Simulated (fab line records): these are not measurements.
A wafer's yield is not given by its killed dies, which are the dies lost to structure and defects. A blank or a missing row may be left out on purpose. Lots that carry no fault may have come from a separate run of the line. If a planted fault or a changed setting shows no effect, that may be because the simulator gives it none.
Chamber matching	flow nand harc	rie diel-11 running NHARC_THIN_TSV_DESCUM_14: 4 sister chambers
The step chemistry O2, time 3 s. 27 wafers are shown with their chamber, then 12 later ones without.

## WAFERS WITH THEIR CHAMBER
wafer	chamber	showerhead plenum p Torr (Torr)	drypump motor current A (A)	oes product au (a.u.)
L075.3	0	1.96	5.1	1.004
L075.4	2	1.85	6.6	1.009
L075.5	3	1.97	5.6	0.999
L076.1	1	1.86	5.8	1.002
L076.2	3	1.97	5.6	0.987
L076.3	0	1.96	5.0	1.009
L076.4	2	1.85	6.6	0.998
L076.5	0	1.96	5.0	0.997
L076.6	3	1.97	5.6	1.002
L078.2	2	1.85	6.5	1.001
L078.4	3	1.97	5.6	0.998
L078.6	0	1.96	5.0	0.998
L081.1	1	1.85	5.7	1.013
L081.2	3	1.97	5.6	0.999
L081.5	1	1.86	5.7	1.009
L083.1	1	1.86	5.7	1.005
L083.2	2	1.85	6.6	1.008
L083.3	0	1.96	5.0	1.011
L084.1	1	1.86	5.7	1.011
L084.3	2	1.85	6.6	0.995
L084.5	2	1.85	6.6	0.999
L085.1	2	1.85	6.6	0.998
L085.2	3	1.97	5.6	0.990
L085.5	2	1.85	6.6	0.991
L087.3	0	1.96	5.1	1.000
L087.4	3	1.97	5.6	0.996
L087.6	2	1.85	6.6	0.994

SIGNATURES, as means of the wafers listed above
reading	chamber 0	chamber 1	chamber 2	chamber 3	scatter within a chamber
showerhead plenum p Torr	1.9600	1.8580	1.8500	1.9700	0.00187
drypump motor current A	5.033	5.720	6.589	5.600	0.0362
oes product au	1.00317	1.00800	0.99922	0.99586	0.00558
Rule: a wafer lies at a distance from a chamber equal to the root of the sum of squares, over the readings, of (its reading less the chamber's mean, divided by the reading's scatter). The wafer belongs to the nearest chamber; if the next one is less than 2 further off, it can't be placed. How the scatter is found: for the shown wafers, subtract from each reading the mean of its chamber, square and add these, divide the total by (wafers less chambers), then take the root.

## WAFERS WHOSE CHAMBER IS MISSING
wafer	showerhead plenum p Torr (Torr)	drypump motor current A (A)	oes product au (a.u.)
L090.3	1.96	5.1	1.008
L090.5	1.85	5.7	1.004
L090.6	1.96	5.1	1.005
L093.2	1.97	5.6	0.995
L093.5	1.85	6.6	0.994
L093.6	1.85	5.7	1.007
L091.1	1.96	5.1	1.012
L091.3	1.96	5.6	0.987
L091.4	1.85	6.6	0.995
L094.3	1.85	6.6	1.002
L094.4	1.85	5.7	1.008
L094.6	1.97	5.6	0.981

## WHICH CHAMBER EACH ONE RAN IN
wafer	from the rows above	in truth
L090.3	0	0
L090.5	1	1
L090.6	0	0
L093.2	3	3
L093.5	2	2
L093.6	1	1
L091.1	0	0
L091.3	3	3
L091.4	2	2
L094.3	2	2
L094.4	1	1
L094.6	3	3
Placed correctly: 12 of 12. Can't be placed from these rows: 0. Wrongly placed: 0.
